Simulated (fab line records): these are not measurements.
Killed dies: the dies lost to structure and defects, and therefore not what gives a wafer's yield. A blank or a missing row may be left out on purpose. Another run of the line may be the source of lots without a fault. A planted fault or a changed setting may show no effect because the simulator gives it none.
fab line records	flow nand-harc
[record] lots = 6	wafers = 18	last-day = 30
route steps=1302 shown A_CONTACT@1003 END@1302
lots that met no fault: from a run of the same line without faults
start-h: start of the lot's first displayed wafer, in hours after the record's first day	wait-h: hours elapsed since this lot's preceding step	" repeats the value in the row above	L1.1+2: one row covering several wafers at once	- no value, or no start was given	* or withheld: withheld	< > ~ a bound
route shown NAME@n: names a module that has steps shown in the file, with the first one's number in the route	usual: average and standard deviation across the fault-free wafers	same: alike in all rows	chamber/n: place in a boat	sites: readings site by site	_std_site: the standard deviation of these	_edge_site: outer sites' mean less inner sites'	radius-mm: how far each site lies from the wafer's centre	mask NAME#n: copy n	behind: the last tool/chamber to shape the wafer	hold: why the lot was held/for how many hours/how that ended	device: names the non-switching transistor (n, p or np)	end of line: tests of these same wafers at the route's end	where a step has no rows: the recipe by itself	killed: not the wafer's yield, but the dies lost to structure and defects at the first sort	map: a wafer's dies, x killed, . not, _ none there
set.NAME: the setting as run; set.NAME@STEP: as run at that earlier step	model.NAME: the simulator's own value behind a step, which no gauge read
certain route steps with their lots: each step a table, each wafer a row
services: a tool's chamber out of use, with start hour (start-h, from the record's first day; less than 0 if before it), hours out, and reason
[[steps]]
[step NHARC_A_CONTACT_ETCH_50]
[recipe] target-depth-a = 1210	time-s = 60.5	cf4-flow-sccm = 100	chf3-flow-sccm = 30	ar-flow-sccm = 0	rf-w = 500	bias-w = 200	chemistry = CF4/CHF3
[usual] cf4-flow-sccm = 100.0/0.32	chamber-pressure-mTorr = 25.00/0.035	drypump-motor-current-A = 5.5/0.4	oes-product-au = 0.957/0.024	rf-vpp-V = 370.4/2.7	showerhead-plenum-p-Torr = 1.57/0.078	throttle-valve-pct = 16.803/0.0095
lot.wafer	tool	chamber	start-h	wait-h	cf4-flow-sccm	chamber-pressure-mTorr	drypump-motor-current-A	oes-product-au	rf-hours-counter-h	rf-vpp-V	showerhead-plenum-p-Torr	throttle-valve-pct
L945.1	rie-diel-03	2	-	-	100.3	25.00	5.4	0.954	7	367.5	1.46	16.786
L945.6	"	1	"	"	100.5	25.03	5.0	0.933	-	370.0	1.59	16.814
L945.5	"	2	"	"	100.1	25.00	5.4	0.956	-	367.3	1.46	16.796
L949.3	rie-diel-03	1	-	-	100.3	25.01	5.0	0.960	12	372.1	1.58	16.791
L949.1	"	3	"	"	100.6	24.99	5.4	0.969	11	375.3	1.66	16.811
L949.6	"	1	"	"	100.5	25.03	5.0	0.952	-	371.3	1.59	16.815
L954.3	rie-diel-09	2	-	-	100.4	25.00	5.5	0.970	31	370.9	1.58	16.795
L954.4	"	3	"	"	100.1	24.97	6.6	0.990	30	370.8	1.62	16.802
L954.5	"	0	"	"	100.1	24.98	5.3	0.968	-	370.9	1.56	16.798
L957.3	rie-diel-03	3	-	-	100.2	24.96	5.4	0.969	22	374.2	1.65	16.796
L957.4	"	2	"	"	99.7	25.00	5.4	0.971	22	365.9	1.46	16.808
L957.6	"	0	"	"	99.1	25.04	5.8	0.961	-	367.2	1.47	16.805
L959.2	rie-diel-09	1	-	-	100.0	24.99	5.5	0.897	44	371.4	1.62	16.815
L959.6	"	0	"	"	99.8	24.95	5.3	0.912	-	369.4	1.56	16.793
L959.5	"	1	"	"	99.8	25.00	5.5	0.893	-	373.3	1.62	16.801
L960.4	rie-diel-03	0	-	-	100.5	25.03	5.8	0.982	0	367.7	1.47	16.802
L960.6	"	1	"	"	100.5	24.95	5.0	0.962	-	371.5	1.58	16.792
L960.5	"	2	"	"	100.7	25.03	5.4	0.968	-	374.2	1.70	16.810
[step NHARC_A_CONTACT_ETCH_51]
[recipe] target-depth-a = 70000	over-etch-frac = 0.3	time-s = 1820	ion-energy-ev = 150	o2-flow-sccm = 400	cos-flow-sccm = 20	ar-flow-sccm = 0	rf-w = 500	bias-w = 300	chemistry = O2/COS
[usual] chamber-pressure-mTorr = 20.003/0.02	drypump-motor-current-A = 5.5/0.41	oes-product-au = 0.998/0.011	rf-vpp-V = 314.2/2.5	showerhead-plenum-p-Torr = 3.12/0.16	throttle-valve-pct = 28.330/0.0087
lot.wafer	tool	chamber	start-h	wait-h	chamber-pressure-mTorr	drypump-motor-current-A	oes-product-au	rf-hours-counter-h	rf-vpp-V	showerhead-plenum-p-Torr	throttle-valve-pct
L945.1	rie-diel-03	2	-	-	19.983	5.4	1.001	7	310.9	2.90	28.337
L945.6	"	0	"	"	19.975	5.7	0.997	-	312.1	2.93	28.325
L945.5	"	1	"	"	20.021	5.0	0.995	-	314.6	3.15	28.328
L949.1	rie-diel-03	0	-	-	20.011	5.8	0.999	13	310.9	2.92	28.336
L949.3	"	2	"	"	19.987	5.4	0.980	12	307.6	2.89	28.311
L949.6	"	0	"	"	19.984	5.8	0.990	-	311.8	2.92	28.326
L954.3	rie-diel-09	2	-	-	19.988	5.5	1.005	31	313.9	3.14	28.327
L954.4	"	3	"	"	20.026	6.6	1.007	30	315.7	3.21	28.345
L954.5	"	0	"	"	19.992	5.3	0.988	-	312.8	3.09	28.329
L957.4	rie-diel-03	0	-	-	19.977	5.8	0.991	24	312.1	2.92	28.315
L957.3	"	1	"	"	19.999	5.0	0.976	23	314.5	3.14	28.319
L957.6	"	3	"	"	19.995	5.5	0.996	-	316.6	3.28	28.338
L959.2	rie-diel-09	0	-	-	20.024	5.4	0.998	43	312.9	3.09	28.331
L959.6	"	2	"	"	19.986	5.5	1.008	-	314.0	3.14	28.324
L959.5	"	3	"	"	19.984	6.7	1.032	-	315.0	3.20	28.326
L960.4	rie-diel-03	0	-	-	20.018	5.7	0.999	1	311.8	2.91	28.335
L960.5	"	1	"	"	19.980	5.0	0.991	-	313.8	3.14	28.312
L960.6	"	2	"	"	20.013	5.4	0.992	-	316.7	3.37	28.329
[step NHARC_A_CONTACT_ETCH_111]
[recipe] source-w = withheld	pressure-mtorr = 20	bias-v = withheld	time-s = 140	target-depth-a = 7000	ar-flow-sccm = withheld	c4f8-flow-sccm = withheld	o2-flow-sccm = withheld	chemistry = C4F8/O2/Ar
[step NHARC_A_CONTACT_ETCH_112]
[recipe] source-w = withheld	pressure-mtorr = 20	bias-v = 3000	time-s = 190	target-depth-a = 18500	ar-flow-sccm = withheld	c4f8-flow-sccm = withheld	o2-flow-sccm = withheld	chemistry = C4F8/O2/Ar
[step NHARC_A_CONTACT_ETCH_113]
[recipe] source-w = withheld	pressure-mtorr = 20	bias-v = 3000	time-s = 190	target-depth-a = 18500	ar-flow-sccm = withheld	c4f8-flow-sccm = withheld	o2-flow-sccm = withheld	chemistry = C4F8/O2/Ar
[step NHARC_A_CONTACT_ETCH_114]
[recipe] source-w = withheld	pressure-mtorr = 20	bias-v = 3000	time-s = 190	target-depth-a = 18500	ar-flow-sccm = withheld	c4f8-flow-sccm = withheld	o2-flow-sccm = withheld	chemistry = C4F8/O2/Ar
[step NHARC_A_CONTACT_ETCH_115]
[recipe] source-w = withheld	pressure-mtorr = 20	bias-v = 3000	time-s = 190	target-depth-a = 18500	ar-flow-sccm = withheld	c4f8-flow-sccm = withheld	o2-flow-sccm = withheld	chemistry = C4F8/O2/Ar
[usual] chamber-pressure-mTorr = 19.998/0.021
lot.wafer	tool	chamber	start-h	wait-h	chamber-pressure-mTorr	rf-hours-counter-h
L945.1	har-cap-etch-03	1	506.04	0.2	19.988	40
L945.5	"	0	"	"	19.996	-
L945.6	"	1	"	"	20.038	-
L949.1	har-cap-etch-01	1	548.58	0.1	20.001	6
L949.3	"	1	"	"	20.017	-
L949.6	"	1	"	"	19.998	-
L954.4	har-cap-etch-03	1	597.28	0.2	20.024	-
L954.3	"	0	"	"	20.000	-
L954.5	"	0	"	"	20.018	-
L957.3	har-cap-etch-03	1	605.94	0.2	20.014	-
L957.4	"	0	"	"	20.031	-
L957.6	"	1	"	"	19.989	-
L959.2	har-cap-etch-01	0	641.74	0.2	19.984	27
L959.5	"	1	"	"	20.006	-
L959.6	"	0	"	"	19.987	-
L960.4	har-cap-etch-01	0	650.41	0.1	20.026	-
L960.5	"	0	"	"	19.992	-
L960.6	"	1	"	"	19.998	-
[step NHARC_A_CONTACT_ETCH_116]
[recipe] source-w = withheld	pressure-mtorr = 20	bias-v = 3000	time-s = 190	target-depth-a = 18500	ar-flow-sccm = withheld	c4f8-flow-sccm = withheld	o2-flow-sccm = withheld	chemistry = C4F8/O2/Ar
[step NHARC_A_CONTACT_ETCH_117]
[recipe] source-w = withheld	pressure-mtorr = 20	bias-v = 3000	time-s = 190	target-depth-a = 18500	ar-flow-sccm = withheld	c4f8-flow-sccm = withheld	o2-flow-sccm = withheld	chemistry = C4F8/O2/Ar
[step NHARC_A_CONTACT_ETCH_118]
[recipe] source-w = withheld	pressure-mtorr = 20	bias-v = 3000	time-s = 190	target-depth-a = 18500	ar-flow-sccm = withheld	c4f8-flow-sccm = withheld	o2-flow-sccm = withheld	chemistry = C4F8/O2/Ar
[step NHARC_A_CONTACT_ETCH_119]
[recipe] source-w = withheld	pressure-mtorr = 20	bias-v = 3000	time-s = 190	target-depth-a = 18500	ar-flow-sccm = withheld	c4f8-flow-sccm = withheld	o2-flow-sccm = withheld	chemistry = C4F8/O2/Ar
[step NHARC_A_CONTACT_ETCH_120]
[recipe] source-w = withheld	pressure-mtorr = 20	bias-v = 3000	time-s = 190	target-depth-a = 18500	ar-flow-sccm = withheld	c4f8-flow-sccm = withheld	o2-flow-sccm = withheld	chemistry = C4F8/O2/Ar
[step NHARC_A_CONTACT_ETCH_121]
[recipe] source-w = withheld	pressure-mtorr = 20	bias-v = 3000	time-s = 190	target-depth-a = 18500	ar-flow-sccm = withheld	c4f8-flow-sccm = withheld	o2-flow-sccm = withheld	chemistry = C4F8/O2/Ar
[usual] chamber-pressure-mTorr = 19.999/0.02
lot.wafer	tool	chamber	start-h	wait-h	chamber-pressure-mTorr	rf-hours-counter-h
L945.1	har-cap-etch-03	1	507.41	0.2	19.998	40
L945.5	"	0	"	"	20.024	-
L945.6	"	1	"	"	20.009	-
L949.1	har-cap-etch-01	1	549.60	0.1	19.986	7
L949.3	"	1	"	"	20.009	-
L949.6	"	1	"	"	19.985	-
L954.4	har-cap-etch-03	1	598.64	0.2	19.984	-
L954.3	"	0	"	"	19.979	-
L954.5	"	0	"	"	20.014	-
L957.3	har-cap-etch-03	1	607.30	0.2	20.009	-
L957.4	"	0	"	"	19.996	-
L957.6	"	1	"	"	20.019	-
L959.2	har-cap-etch-01	0	643.12	0.2	19.986	28
L959.5	"	1	"	"	20.002	-
L959.6	"	0	"	"	20.002	-
L960.4	har-cap-etch-01	0	651.43	0.1	20.029	-
L960.5	"	0	"	"	19.988	-
L960.6	"	1	"	"	19.993	-
[step NHARC_A_CONTACT_ETCH_122]
[recipe] source-w = withheld	pressure-mtorr = 20	bias-v = 3000	time-s = 190	target-depth-a = 18500	ar-flow-sccm = withheld	c4f8-flow-sccm = withheld	o2-flow-sccm = withheld	chemistry = C4F8/O2/Ar
[usual] chamber-pressure-mTorr = 19.999/0.019
lot.wafer	tool	chamber	start-h	wait-h	chamber-pressure-mTorr	rf-hours-counter-h
L945.1	har-cap-etch-03	1	507.64	0.2	19.966	41
L945.5	"	0	"	"	20.015	-
L945.6	"	1	"	"	19.965	-
L949.1	har-cap-etch-01	1	549.77	0.1	20.057	7
L949.3	"	1	"	"	20.034	-
L949.6	"	1	"	"	19.999	-
L954.4	har-cap-etch-03	1	598.87	0.2	19.983	-
L954.3	"	0	"	"	20.001	-
L954.5	"	0	"	"	20.017	-
L957.3	har-cap-etch-03	1	607.54	0.2	20.029	-
L957.4	"	0	"	"	20.010	-
L957.6	"	1	"	"	19.980	-
L959.2	har-cap-etch-01	0	643.34	0.2	20.010	28
L959.5	"	1	"	"	19.988	-
L959.6	"	0	"	"	20.028	-
L960.4	har-cap-etch-01	0	651.60	0.1	20.006	-
L960.5	"	0	"	"	20.003	-
L960.6	"	1	"	"	19.977	-
[step NHARC_A_CONTACT_ETCH_123]
[recipe] source-w = withheld	pressure-mtorr = 20	bias-v = 400	time-s = 490	target-depth-a = 21100	ar-flow-sccm = withheld	c4f8-flow-sccm = 11.5	o2-flow-sccm = 7.2	chemistry = C4F8/O2/Ar
[step NHARC_A_CONTACT_ETCH_90]
[recipe] target-depth-a = 400	over-etch-frac = 0.5	time-s = 85.7	ion-energy-ev = 120	ch3f-flow-sccm = 50	o2-flow-sccm = 30	ar-flow-sccm = 200	rf-w = 500	bias-w = 100	chemistry = CH3F/O2
[step NHARC_A_CONTACT_ETCH_96]
[recipe] target-depth-a = 200	over-etch-frac = 0.5	time-s = 10	ion-energy-ev = 250	c4f6-flow-sccm = 25	o2-flow-sccm = 20	ar-flow-sccm = 500	rf-w = 600	bias-w = 500	chemistry = C4F6/O2
[usual] chamber-pressure-mTorr = 30.001/0.028	drypump-motor-current-A = 5.6/0.45	oes-product-au = 0.969/0.028	rf-vpp-V = 546/3.7	showerhead-plenum-p-Torr = 3.87/0.18	throttle-valve-pct = 26.902/0.0086
lot.wafer	tool	chamber	start-h	wait-h	chamber-pressure-mTorr	drypump-motor-current-A	oes-product-au	rf-hours-counter-h	rf-vpp-V	showerhead-plenum-p-Torr	throttle-valve-pct
L945.1	rie-diel-02	3	-	-	29.950	6.0	0.929	36	542	3.73	26.917
L945.5	"	0	"	"	30.006	5.6	0.946	-	541	3.65	26.885
L945.6	"	1	"	"	30.010	6.1	0.938	-	543	3.70	26.905
L949.3	rie-diel-02	0	-	-	29.978	5.6	0.971	54	541	3.64	26.895
L949.1	"	3	"	"	30.018	6.0	0.943	55	542	3.72	26.892
L949.6	"	0	"	"	30.048	5.6	0.963	-	541	3.64	26.891
L954.4	rie-diel-02	1	600.40	0.1	30.018	6.1	0.998	-	541	3.69	26.875
L954.3	"	3	"	"	29.997	6.0	1.005	-	544	3.72	26.901
L954.5	"	1	"	"	29.968	6.1	1.007	-	541	3.69	26.896
L957.3	rie-diel-03	1	608.99	0.1	30.045	5.0	0.950	25	547	3.94	26.913
L957.4	"	3	"	"	29.976	5.4	0.979	-	550	4.12	26.907
L957.6	"	0	"	"	29.992	5.7	0.972	-	542	3.67	26.898
L959.2	rie-diel-09	1	-	-	29.968	5.6	0.908	45	548	4.04	26.909
L959.6	"	1	"	"	29.992	5.5	0.910	-	549	4.04	26.919
L959.5	"	2	"	"	29.955	5.5	0.954	-	547	3.94	26.901
L960.4	rie-diel-03	3	-	-	29.979	5.5	0.944	2	551	4.11	26.905
L960.5	"	1	"	"	30.007	5.0	0.956	-	546	3.94	26.904
L960.6	"	2	"	"	29.977	5.4	0.951	-	553	4.23	26.897
[step NHARC_A_CONTACT_CD_MEAS_53]
[usual] cd-nm = 289.8/0.74
lot.wafer	tool	chamber	start-h	wait-h	cd-nm
L945.1	cd-sem-02	-	509.21	-	290.0
L945.5	"	-	"	"	290.4
L945.6	"	-	"	"	290.6
L949.1	cd-sem-02	-	551.14	-	289.2
L949.3	"	-	"	"	289.3
L949.6	"	-	"	"	289.6
L954.3	cd-sem-03	-	600.49	0.1	290.0
L954.4	"	-	"	"	290.8
L954.5	"	-	"	"	290.5
L957.3	cd-sem-03	-	609.09	-	290.0
L957.4	"	-	"	"	289.8
L957.6	"	-	"	"	289.9
L959.2	cd-sem-03	-	644.91	-	289.8
L959.5	"	-	"	"	289.2
L959.6	"	-	"	"	290.3
L960.4	cd-sem-03	-	652.93	-	289.8
L960.5	"	-	"	"	289.7
L960.6	"	-	"	"	289.7
[step NHARC_A_CONTACT_STRIP_99]
[recipe] n2-flow-sccm = 150	h2-flow-sccm = 150	ar-flow-sccm = 0	bias-w = 0	chemistry = N2/H2
[step NHARC_A_CONTACT_STRIP_100]
[recipe] cf4-flow-sccm = 100	chf3-flow-sccm = 30	ar-flow-sccm = 0	bias-w = 0	chemistry = CF4/CHF3
[step NHARC_A_CONTACT_STRIP_101]
[recipe] o2-flow-sccm = 400	cos-flow-sccm = 20	ar-flow-sccm = 0	bias-w = 0	chemistry = O2/COS
[step NHARC_A_CONTACT_ETCH_102]
[recipe] target-depth-a = 1000	overetch-a = 100	time-s = 55	ion-energy-ev = 100	cf4-flow-sccm = 80	o2-flow-sccm = 20	ar-flow-sccm = 0	rf-w = 300	bias-w = 100	chemistry = CF4/O2
[step NHARC_A_CONTACT_STRIP_55]
[recipe] o2-flow-sccm = 500	ar-flow-sccm = 0	bias-w = 0	chemistry = O2
[step NHARC_A_CONTACT_STRIP_56]
[recipe] time-s = 600	temp-c = 30	chemistry = post-etch-residue-remover
[step NHARC_A_CONTACT_DEP_57]
[recipe] target-thk-a = 53000	temp-c = 400	material = aC
[step NHARC_A_CONTACT_DEP_58]
[recipe] target-thk-a = 900	target-thk-nm = 90	temp-c = 400	pressure-torr = 3.5	flow-sccm = 200	rf-w = 350	material = SiON
[step NHARC_A_CONTACT_DEHYDRATE_59]
[recipe] temp-c = 150	time-s = 120
[step NHARC_A_CONTACT_HMDS_60]
[recipe] time-s = 30
[step NHARC_A_CONTACT_COAT_61]
[recipe] temp-c = 260	time-s = 75
[step NHARC_A_CONTACT_COAT_62]
[recipe] temp-c = 225	time-s = 65
[step NHARC_A_CONTACT_COAT_63]
[recipe] spin-rpm = 1500	resist-thk-nm = 90
[step NHARC_A_CONTACT_SOFTBAKE_64]
[recipe] temp-c = 105	time-s = 55
[step NHARC_A_CONTACT_EBR_65]
[step NHARC_A_CONTACT_EXPOSE_66]
[recipe] na = 1.35	sigma-outer = 0.8	dose-mj = 59.02	mask-id = A_CC_2
[step NHARC_A_CONTACT_PEB_67]
[recipe] peb-temp-c = 100	peb-time-s = 65
[step NHARC_A_CONTACT_DEVELOP_68]
[recipe] develop-time-s = 35	dev-temp-c = 23
[step NHARC_A_CONTACT_CD_MEAS_69]
[recipe] target-cd-nm = 300	landing-energy-ev = 500
[usual] cd-nm = 299.8/0.6
lot.wafer	tool	chamber	start-h	wait-h	cd-nm
L945.1	cd-sem-01	0	515.92	-	299.4
L945.5	"	0	"	"	299.4
L945.6	"	0	"	"	299.7
L949.1	cd-sem-03	0	559.69	-	299.2
L949.3	"	0	"	"	299.0
L949.6	"	0	"	"	299.2
L954.3	cd-sem-03	0	606.55	-	300.3
L954.4	"	0	"	"	299.3
L954.5	"	0	"	"	299.2
L957.3	cd-sem-02	0	614.80	-	299.9
L957.4	"	0	"	"	299.7
L957.6	"	0	"	"	300.7
L959.2	cd-sem-02	0	650.38	-	298.6
L959.5	"	0	"	"	299.6
L959.6	"	0	"	"	298.6
L960.4	cd-sem-03	0	657.71	-	300.7
L960.5	"	0	"	"	300.0
L960.6	"	0	"	"	300.1
[step NHARC_A_CONTACT_OVL_MEAS_70]
[usual] overlay-x-nm = -0.1/0.78	overlay-y-nm = 0.1/0.71
lot.wafer	tool	chamber	start-h	wait-h	overlay-x-nm	overlay-y-nm
L945.1	overlay-01	-	516.01	-	-0.5	0.8
L945.5	"	-	"	"	-1.1	0.9
L945.6	"	-	"	"	-1.5	0.6
L949.1	overlay-02	-	559.78	-	-0.3	1.2
L949.3	"	-	"	"	-0.1	1.8
L949.6	"	-	"	"	0.4	1.7
L954.3	overlay-02	-	606.64	-	0.9	-1.1
L954.4	"	-	"	"	0.4	-1.0
L954.5	"	-	"	"	0.8	-1.2
L957.3	overlay-02	-	614.89	-	0.4	1.1
L957.4	"	-	"	"	0.0	1.1
L957.6	"	-	"	"	0.1	1.4
L959.2	overlay-02	-	650.46	-	0.0	1.1
L959.5	"	-	"	"	0.2	0.0
L959.6	"	-	"	"	-0.3	0.9
L960.4	overlay-01	-	657.80	-	0.5	0.1
L960.5	"	-	"	"	0.1	0.2
L960.6	"	-	"	"	-0.1	0.1
[step NHARC_A_CONTACT_DESCUM_74]
[recipe] time-s = 3	o2-flow-sccm = 200	ar-flow-sccm = 0	bias-power-w = 0	chemistry = O2
[step NHARC_A_CONTACT_ETCH_75]
[recipe] target-depth-a = 390	over-etch-frac = 0.3	time-s = 65	ion-energy-ev = 80	cf4-flow-sccm = 150	ar-flow-sccm = 0	rf-w = 300	bias-w = 100	chemistry = CF4
[step NHARC_A_CONTACT_ETCH_76]
[recipe] target-depth-a = 2600	over-etch-frac = 0.3	time-s = 475.3	ion-energy-ev = 200	n2-flow-sccm = 150	h2-flow-sccm = 150	ar-flow-sccm = 0	rf-w = 400	bias-w = 150	chemistry = N2/H2
[step NHARC_END_SORT_01]
[recipe] temp-c = 25
[usual] killed-at-array = 59/21	killed-at-other = 1.0/1.1	killed-at-periphery = 4.0/2.6	killed-dies = 64/21	killed-open = 3.2/1.7	killed-short = 2.5/1.5
[same] gross-dies = 677
lot.wafer	tool	chamber	start-h	wait-h	killed-at-array	killed-at-other	killed-at-periphery	killed-dies	killed-open	killed-short
L954.3	prober-02	0	664.95	3.1	105	1	7	113	2	1
L954.4	prober-02	0	665.76	3.4	129	1	1	131	2	3
L954.5	prober-02	0	666.57	3.7	112	1	5	118	2	1
L957.3	prober-02	0	675.03	3.1	162	1	1	164	2	1
L957.4	prober-02	0	675.83	3.4	155	0	2	157	1	1
L957.6	prober-02	0	677.44	4.0	160	1	3	164	1	3
// killed by level:class
L954.3 A_CONTACT:unspecified=64 A_CHANNEL_HOLE_D1:chamber-film-flake=26 P_GATE:chamber-film-flake=6 A_SLIT:chamber-film-flake=4 A_STAIRCASE:chamber-film-flake=3 A_CONTACT:chamber-film-flake=3 A_CHANNEL_FILL_D1:chamber-film-flake=2 P_M1:geometric-particle:open=1
L954.4 A_CONTACT:unspecified=81 A_CHANNEL_HOLE_D1:chamber-film-flake=33 A_CONTACT:chamber-film-flake=4 A_STAIRCASE:chamber-film-flake=3 A_SLIT:chamber-film-flake=2 A_DECK1_JOINT:geometric-particle:short=1 A_ONON_D2:geometric-particle:short=1 A_CHANNEL_FILL_D2:geometric-particle:short=1
L954.5 A_CONTACT:unspecified=67 A_CHANNEL_HOLE_D1:chamber-film-flake=35 A_SLIT:chamber-film-flake=4 P_GATE:chamber-film-flake=3 A_CHANNEL_FILL_D2:chamber-film-flake=3 P_M0:geometric-particle:open=1 P_M1:geometric-particle:short=1 A_WL_FILL:geometric-particle:open=1
L957.3 A_CONTACT:unspecified=80 A_CHANNEL_HOLE_D1:chamber-film-flake=36 A_SLIT:chamber-film-flake=31 A_CHANNEL_HOLE_D2:chamber-film-flake=11 A_SOURCE_PLATE:geometric-particle:short=1 A_DECK1_JOINT:geometric-particle:open=1 A_BLC:geometric-particle:open=1 P_BONDPAD:chamber-film-flake=1
L957.4 A_CONTACT:unspecified=67 A_SLIT:chamber-film-flake=34 A_CHANNEL_HOLE_D1:chamber-film-flake=33 A_CHANNEL_HOLE_D2:chamber-film-flake=18 P_BONDPAD:chamber-film-flake=2 A_CHANNEL_HOLE_D1:geometric-particle:short=1 A_BLC:geometric-particle:open=1 A_STAIRCASE:chamber-film-flake=1
L957.6 A_CONTACT:unspecified=85 A_SLIT:chamber-film-flake=32 A_CHANNEL_HOLE_D1:chamber-film-flake=22 A_CHANNEL_HOLE_D2:chamber-film-flake=14 A_ZERO_WELL:chamber-film-flake=3 P_STI:geometric-particle:short=1 P_CONTACT:geometric-particle:open=1 A_DECK1_JOINT:geometric-particle:short=1
// map L954.4 (x killed, . not)
____________.____________
_________......._________
_______........x.._______
______.........xxx.______
_____..........x.x.x_____
____...........x.x..x____
____..........xxx.x..____
___...x......x.xxxx.x.___
___...........xx.xxx..___
__............xxxxxx...__
__.............xx.x....__
_......................._
_....x...........x....x._
_.x.xxx................._
_.xx.x.............x...._
_xxxxxx................._
xxxxxxxx.................
xxxxxxx.x................
xxxxxxxx..............x..
xxxxxxx..................
xxxxxxxx.................
_xxxxxx.x..............._
_xxxxxxx................_
_xxxxxx................._
_xxxxxx................._
_.xxx.x................._
__x.x..........x.......__
__.....................__
___.x......x..........___
___...................___
____......x..........____
____....x............____
_____..............._____
______.............______
_______..........x_______
_________..x...._________
____________.____________
// map L957.3 (x killed, . not)
____________.____________
_________......._________
_______........xxx_______
______..........x.x______
_____........x..x.xx_____
____..........xxxxx..____
____............xxx..____
___.......xx...xxxxxx.___
___....xx.xx....xxxx..___
__.....xxxx....x.xxxx..__
__......xxxxx...xxx....__
_......x.x.x.......x...._
_.....xxxxxxx..........._
_x.xx...x.x..x.........._
_.x.xx.xx.x............._
_xxxx.xx..x............._
xxxxxxx..................
xxxxxxx..................
xxxxxxx..................
xxxxxxxx.......x.........
xxxxxxx..................
_xxxxxxx.x.........x...._
_xxxxxxx..........xx...._
_xxxxxx.........x.x....._
_xxxx.xx.........xx.x..._
_xxxxx.x................_
__x............x...x...__
__..x..................__
___...........xx......___
___...................___
____.................____
____.................____
_____..............._____
______.............______
_______..........._______
_________......._________
____________.____________
[[services]]
tool	chamber	start-h	hours	kind
rie-diel-03	0	491.83	-	clean
rie-diel-03	1	491.83	-	clean
rie-diel-03	2	491.83	-	clean
rie-diel-03	3	491.83	-	clean
rie-diel-09	-	497.19	9.0	pm
har-cap-etch-01	-	497.62	17.0	pm
rie-diel-03	3	504.63	9.6	repair
rie-diel-03	0	516.33	-	clean
rie-diel-03	1	516.33	-	clean
rie-diel-03	2	516.33	-	clean
rie-diel-03	3	516.33	-	clean
rie-diel-02	1	529.22	12.6	repair
rie-diel-03	0	540.83	-	clean
rie-diel-03	1	540.83	-	clean
rie-diel-03	2	540.83	-	clean
rie-diel-03	3	540.83	-	clean
rie-diel-03	0	565.34	-	clean
rie-diel-03	1	565.34	-	clean
rie-diel-02	-	571.09	9.0	pm
rie-diel-02	0	590.84	10.3	repair
rie-diel-02	2	600.13	4.2	repair
rie-diel-03	2	606.07	3.8	repair
rie-diel-02	0	611.89	2.5	repair
rie-diel-03	-	635.33	9.0	pm
[[key]]
[first-sign] step = NHARC_END_SORT_01	reading = killed-at-array	direction = up	sigmas = 3.7	usual = 59	struck = 137
[effect] step = NHARC_END_SORT_01	reading = killed-dies	direction = up	sigmas = 3.6	usual = 64	struck = 141
[more-kills-born-at] NHARC_A_CONTACT_ETCH_121@har-cap-etch-03 = 443
met-at NHARC_A_CONTACT_ETCH_121
struck-wafers L954.3,L954.4,L954.5,L957.3,L957.4,L957.6
tester-left-out L954,L957
onset-between 507.41 598.64
also-fits NHARC_A_CONTACT_ETCH_115:har-cap-etch-03,NHARC_A_CONTACT_ETCH_122:har-cap-etch-03
[fault] kind = chamber-particle-source	tool = har-cap-etch-03	chamber = -	onset-h = 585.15	steps = NHARC_A_CONTACT_ETCH_121	rate-per-visit-cm2 = 1.4067	end-h = 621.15
// tester-left-out: of these lots the tester's yield and bins aren't shown, on N5 and GAA mostly nor the transistor test; their killed dies are dies lost to structure and defects alone, not to doping, threshold or leakage, so they don't give the yield
